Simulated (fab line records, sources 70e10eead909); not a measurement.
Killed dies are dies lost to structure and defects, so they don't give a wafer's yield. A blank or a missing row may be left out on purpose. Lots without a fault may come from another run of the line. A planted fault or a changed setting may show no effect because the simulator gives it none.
Chamber matching | flow nand_harc | NHARC_A_CHANNEL_FILL_D1_ETCHBACK_20 on rie_diel-12: 4 sister chambers
The step etches the open film in C4F8/O2/Ar, target depth 27 nm, time 13.5 s. 22 wafers are shown with their chamber, then 11 later ones without.

WAFERS WITH THEIR CHAMBER
wafer  | chamber | rf_vpp_V (V) | oes_product_au (a.u.)
L074.1 | 3       | 974          | 0.97
L074.4 | 2       | 976          | 0.99
L074.6 | 2       | 974          | 0.99
L076.1 | 3       | 974          | 0.98
L076.2 | 2       | 975          | 1.00
L076.3 | 0       | 968          | 1.00
L078.2 | 0       | 968          | 0.92
L078.5 | 1       | 984          | 0.91
L078.6 | 0       | 967          | 0.92
L082.1 | 3       | 974          | 0.98
L082.2 | 1       | 984          | 1.00
L082.6 | 1       | 982          | 1.00
L083.1 | 1       | 984          | 0.99
L083.2 | 3       | 973          | 0.98
L083.6 | 0       | 968          | 1.01
L084.3 | 0       | 969          | 1.00
L084.4 | 3       | 973          | 0.97
L084.5 | 0       | 967          | 1.02
L085.2 | 1       | 983          | 0.91
L085.4 | 1       | 983          | 0.91
L085.6 | 0       | 970          | 0.92
L087.1 | 1       | 983          | 0.96

SIGNATURES (means of the wafers above)
reading        | chamber 0 | chamber 1 | chamber 2 | chamber 3 | scatter within a chamber
rf_vpp_V       | 968.14    | 983.29    | 975.00    | 973.60    | 0.866
oes_product_au | 0.9700    | 0.9543    | 0.9933    | 0.9760    | 0.0372
Rule: a wafer's distance from a chamber is the root of the sum, over the readings, of the square of ((its reading less the chamber's mean) divided by the reading's scatter). The wafer belongs to the nearest chamber; if the next one is less than 2 further off, it can't be placed. The scatter: the root of (the sum of the squares of (reading less its chamber's mean) over the shown wafers, divided by (wafers less chambers)).

WAFERS WITHOUT THEIR CHAMBER
wafer  | rf_vpp_V (V) | oes_product_au (a.u.)
L087.3 | 972          | 0.95
L087.4 | 969          | 0.98
L091.3 | 983          | 0.94
L091.5 | 983          | 0.92
L091.6 | 968          | 0.94
L096.2 | 968          | 0.95
L096.3 | 976          | 0.92
L096.4 | 985          | 0.91
L097.1 | 969          | 0.94
L097.3 | 973          | 0.91
L097.6 | 983          | 0.91

WHICH CHAMBER EACH WENT THROUGH
wafer  | from the rows above     | in truth
L087.3 | can't be placed: 3 or 2 | 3
L087.4 | 0                       | 0
L091.3 | 1                       | 1
L091.5 | 1                       | 1
L091.6 | 0                       | 0
L096.2 | 0                       | 0
L096.3 | can't be placed: 2 or 3 | 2
L096.4 | 1                       | 1
L097.1 | 0                       | 0
L097.3 | can't be placed: 3 or 2 | 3
L097.6 | 1                       | 1
Placed correctly: 8 of 11. Can't be placed from these rows: 3 (the true chamber is among the candidates in 3). Placed wrongly: 0.
